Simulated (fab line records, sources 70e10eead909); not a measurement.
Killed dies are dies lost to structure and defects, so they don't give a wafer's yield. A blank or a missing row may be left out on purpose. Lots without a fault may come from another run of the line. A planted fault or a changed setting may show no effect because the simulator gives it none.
Which tool did it? | flow nand_harc | 24 lots, 72 wafers sampled, at 3 steps of a route of 1302

WHAT THE GAUGES READ, wafer by wafer
NHARC_A_CHANNEL_HOLE_D1_CD_MEAS_10: target cd 100 nm.
lot  | measured     | on        | cd_nm (nm)
L074 | day 8 13:46  | cd_sem-03 | 99.9 99.1 99.6
L075 | day 8 14:52  | cd_sem-02 | 99.4 99.2 99.1
L076 | day 9 08:42  | cd_sem-01 | 100.3 100.4 100.2
L077 | day 9 13:50  | cd_sem-03 | 100.2 99.1 99.5
L078 | day 9 20:43  | cd_sem-03 | 100.0 100.4 100.0
L079 | day 10 11:26 | cd_sem-02 | 99.9 99.6 100.1
L080 | day 10 23:37 | cd_sem-02 | 98.7 99.3 99.3
L081 | day 11 12:58 | cd_sem-03 | 100.1 100.0 100.5
L082 | day 12 00:40 | cd_sem-02 | 99.5 99.6 99.6
L083 | day 12 09:13 | cd_sem-02 | 100.4 99.9 100.7
L084 | day 12 18:43 | cd_sem-03 | 98.4 98.7 100.2
L086 | day 13 03:57 | cd_sem-03 | 100.7 100.4 100.5
L085 | day 13 04:10 | cd_sem-02 | 100.7 100.6 100.9
L089 | day 14 13:23 | cd_sem-03 | 100.6 100.0 100.1
L087 | day 14 13:47 | cd_sem-02 | 99.5 99.7 99.8
L088 | day 14 13:56 | cd_sem-01 | 100.8 100.2 100.4
L091 | day 15 09:32 | cd_sem-01 | 99.6 99.6 99.4
L090 | day 15 09:53 | cd_sem-01 | 99.3 99.8 100.3
L092 | day 16 00:10 | cd_sem-03 | 99.0 98.1 98.6
L093 | day 16 03:49 | cd_sem-01 | 100.1 100.0 99.5
L094 | day 16 21:31 | cd_sem-02 | 99.8 99.7 100.0
L095 | day 17 04:33 | cd_sem-02 | 100.3 100.8 100.7
L096 | day 17 17:04 | cd_sem-03 | 99.4 100.0 99.5
L097 | day 17 17:35 | cd_sem-01 | 100.6 100.9 101.2

NHARC_A_ONON_D2_THK_MEAS_08: measures by ellipsometry.
lot  | measured     | on            | thk_nm (nm)
L074 | day 12 12:05 | film_metro-01 | 1005 1005 1007
L075 | day 12 12:22 | film_metro-02 | 1007 1006 1006
L076 | day 13 02:13 | film_metro-02 | 1001 1001 1000
L077 | day 13 09:47 | film_metro-02 | 1005 1005 1003
L078 | day 13 15:33 | film_metro-01 | 990 991 990
L079 | day 14 14:26 | film_metro-01 | 992 994 993
L080 | day 15 03:28 | film_metro-02 | 996 998 998
L081 | day 15 14:52 | film_metro-01 | 1005 1004 1005
L082 | day 16 01:46 | film_metro-02 | 1003 1003 1004
L083 | day 16 19:29 | film_metro-01 | 988 990 990
L084 | day 16 19:19 | film_metro-01 | 986 987 986
L086 | day 17 06:25 | film_metro-01 | 999 998 995
L085 | day 17 06:11 | film_metro-01 | 993 994 997
L089 | day 18 12:34 | film_metro-01 | 1019 1017 1018
L087 | day 18 12:27 | film_metro-02 | 996 996 995
L088 | day 18 19:42 | film_metro-02 | 996 1000 998
L091 | day 19 10:10 | film_metro-01 | 997 995 995
L090 | day 19 17:05 | film_metro-01 | 987 988 987
L092 | day 19 23:15 | film_metro-01 | 985 984 985
L093 | day 19 23:14 | film_metro-02 | 990 991 990
L094 | day 20 23:28 | film_metro-02 | 1002 1003 1001
L095 | day 21 08:37 | film_metro-01 | 1006 1003 1006
L096 | day 21 14:41 | film_metro-01 | 1007 1009 1009
L097 | day 21 14:42 | film_metro-01 | 999 998 999

WHICH TOOL RAN EACH LOT (tool, then ch and the chambers of the sampled wafers, then the start)
lot  | NHARC_A_CHANNEL_HOLE_D1_ETCH_22
L074 | har_etch-02 ch 0,1, day 8 18:54
L075 | har_etch-01 ch 0,1, day 8 21:57
L076 | har_etch-01 ch 0,1, day 9 11:02
L077 | har_etch-01 ch 0,1, day 9 16:14
L078 | har_etch-01 ch 0,1, day 9 23:10
L079 | har_etch-02 ch 0,1, day 10 13:58
L080 | har_etch-02 ch 1, day 11 02:04
L081 | har_etch-02 ch 0, day 11 17:38
L082 | har_etch-02 ch 0,1, day 12 03:23
L083 | har_etch-01 ch 1, day 12 19:22
L084 | har_etch-02 ch 0,1, day 12 21:02
L086 | har_etch-01 ch 0, day 13 08:44
L085 | har_etch-02 ch 0,1, day 13 09:58
L089 | har_etch-01 ch 0,1, day 14 15:43
L087 | har_etch-02 ch 0,1, day 14 16:31
L088 | har_etch-01 ch 0,1, day 14 19:47
L091 | har_etch-01 ch 0,1, day 15 12:15
L090 | har_etch-02 ch 1, day 15 15:54
L092 | har_etch-01 ch 0,1, day 16 02:40
L093 | har_etch-02 ch 0,1, day 16 06:14
L094 | har_etch-01 ch 0,1, day 16 23:52
L095 | har_etch-01 ch 0,1, day 17 12:02
L096 | har_etch-02 ch 0,1, day 17 20:21
L097 | har_etch-01 ch 0, day 17 20:35
- NHARC_A_CHANNEL_HOLE_D1_ETCH_22: etches the open film in C4F8/O2/Ar, time 666.7 s, target depth 1600 nm.

WHAT THE TOOLS THEMSELVES READ (means of the sampled wafers that have a number; where no wafer has one, the mark that the record gives instead)
NHARC_A_CHANNEL_HOLE_D1_ETCH_22.
lot  | tool        | chamber_pressure_mTorr (mTorr) | drypump_motor_current_A (A) | showerhead_plenum_p_Torr (Torr) | temp_c (C) | throttle_valve_pct (%)
L074 | har_etch-02 | 20.000                         | 6.1                         | 3.53                            | -19.99     | 32.150
L075 | har_etch-01 | 19.991                         | 5.4                         | 3.64                            | -20.03     | 32.151
L076 | har_etch-01 | 20.003                         | 5.0                         | 3.68                            | -19.96     | 32.158
L077 | har_etch-01 | 19.989                         | 5.0                         | 3.68                            | -19.93     | 32.147
L078 | har_etch-01 | 19.992                         | 5.4                         | 3.63                            | -20.04     | 32.150
L079 | har_etch-02 | 20.005                         | 6.1                         | 3.51                            | -20.01     | 32.157
L080 | har_etch-02 | 19.997                         | 6.0                         | 3.68                            | -19.96     | 32.152
L081 | har_etch-02 | 20.005                         | 6.1                         | 3.42                            | -19.96     | 32.155
L082 | har_etch-02 | 19.996                         | 6.0                         | 3.59                            | -19.96     | 32.159
L083 | har_etch-01 | 19.993                         | 5.7                         | 3.57                            | -20.05     | 32.151
L084 | har_etch-02 | 20.013                         | 6.1                         | 3.49                            | -20.01     | 32.145
L086 | har_etch-01 | 20.007                         | 4.7                         | 3.71                            | -19.97     | 32.164
L085 | har_etch-02 | 19.993                         | 6.0                         | 3.57                            | -20.18     | 32.157
L089 | har_etch-01 | 20.018                         | 5.4                         | 3.61                            | -19.88     | 32.154
L087 | har_etch-02 | 19.996                         | 6.0                         | 3.57                            | -19.98     | 32.157
L088 | har_etch-01 | 20.001                         | 5.0                         | 3.65                            | -19.99     | 32.145
L091 | har_etch-01 | 19.987                         | 5.4                         | 3.60                            | -19.99     | 32.158
L090 | har_etch-02 | 19.999                         | 6.0                         | 3.64                            | -20.06     | 32.153
L092 | har_etch-01 | 19.991                         | 5.4                         | 3.59                            | -20.04     | 32.151
L093 | har_etch-02 | 19.986                         | 6.0                         | 3.74                            | -20.08     | 32.152
L094 | har_etch-01 | 20.010                         | 5.0                         | 3.63                            | -20.03     | 32.151
L095 | har_etch-01 | 20.013                         | 5.0                         | 3.63                            | -19.85     | 32.163
L096 | har_etch-02 | 19.989                         | 6.1                         | 3.82                            | -20.02     | 32.153
L097 | har_etch-01 | 19.988                         | 4.7                         | 3.67                            | -19.88     | 32.166

THE ANSWER, worked out from the rows above alone
Rule: what is usual is taken from the lots themselves. Put in order of their means at a reading, lots are off if they are a third of the lots or fewer, leave a main group of 4 or more, and stand apart from it by a gap of 3 or more times the standard deviation of the main group's means; of several such gaps the widest counts. A main group whose means are all the same, to the digits that the tables above print for the reading, isn't used. A lot without any number at a reading at which 4 lots or more have one is off too. The other lots that the step has rows for count as sound. The gauges are gone through in route order, then the tools' own readings, and for those a lot's mean is taken as printed above. The first step at which some lot is off is used, and at that step the reading that is off furthest; a lot without a number counts as furthest.
No lot is off at any reading shown: from this, nothing can be told.

WHAT THE SIMULATOR HAD PUT IN
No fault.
